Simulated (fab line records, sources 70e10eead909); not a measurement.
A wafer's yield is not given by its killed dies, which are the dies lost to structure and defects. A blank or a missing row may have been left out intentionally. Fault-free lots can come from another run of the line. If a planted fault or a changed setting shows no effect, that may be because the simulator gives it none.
The same fault as seen by 2 desks + flow nand_harc + numbers are kept per desk, each desk with only its own; the story behind them comes last

== DESK OF THE TOOL OWNER: plasma_asher-02 ==
The tool's own readings at NHARC_THIN_TSV_STRIP_62 (strips in N2/H2, time 20 s): means of the sampled wafers that have a number, for each lot that ran on this tool. A lot is out of limits, marked OUT, if its mean lies more than 4 standard deviations from the usual mean; the brackets give that distance.
Columns: A = drypump_motor_current_A at NHARC_THIN_TSV_STRIP_62, usual 6.1 A; B = heater_power_w at NHARC_THIN_TSV_STRIP_62, usual 312 W
| lot  | first seen here | A   | B   |
|------|-----------------|-----|-----|
| L206 | day 19 04:19    | 6.4 | 299 |
| L215 | day 23 00:16    | 6.2 | 307 |
This desk's verdict: no lot among the 2 shows anything out of limits.

== AT THE METROLOGY DESK ==
What the gauges read for every lot (on any tool): the sampled wafers with a number, averaged. A lot is out of limits, marked OUT, if its mean lies more than 4 standard deviations from the usual mean; the brackets give that distance.
Columns: A = cd_nm at NHARC_THIN_TSV_CD_MEAS_12, usual 999.4 nm; B = cd_nm at NHARC_THIN_TSV_CD_MEAS_16, usual 999.2 nm
| lot  | first seen here | A      | B      |
|------|-----------------|--------|--------|
| L206 | day 19 01:34    | 998.6  | 998.5  |
| L207 | day 19 21:35    | 999.8  | 999.7  |
| L205 | day 19 22:47    | 998.1  | 998.6  |
| L209 | day 20 03:38    | 999.0  | 999.0  |
| L215 | day 22 21:38    | 1000.4 | 1000.4 |
| L219 | day 23 11:33    | 1000.5 | 1000.3 |
| L222 | day 23 23:59    | 1000.4 | 1000.3 |
This desk's verdict: no lot among the 7 shows anything out of limits.

== PUT TOGETHER ==
The desk of the tool owner found nothing out of limits.
Nothing out of limits was seen by the metrology desk.

== WHAT HAD BEEN PUT IN BY THE SIMULATOR ==
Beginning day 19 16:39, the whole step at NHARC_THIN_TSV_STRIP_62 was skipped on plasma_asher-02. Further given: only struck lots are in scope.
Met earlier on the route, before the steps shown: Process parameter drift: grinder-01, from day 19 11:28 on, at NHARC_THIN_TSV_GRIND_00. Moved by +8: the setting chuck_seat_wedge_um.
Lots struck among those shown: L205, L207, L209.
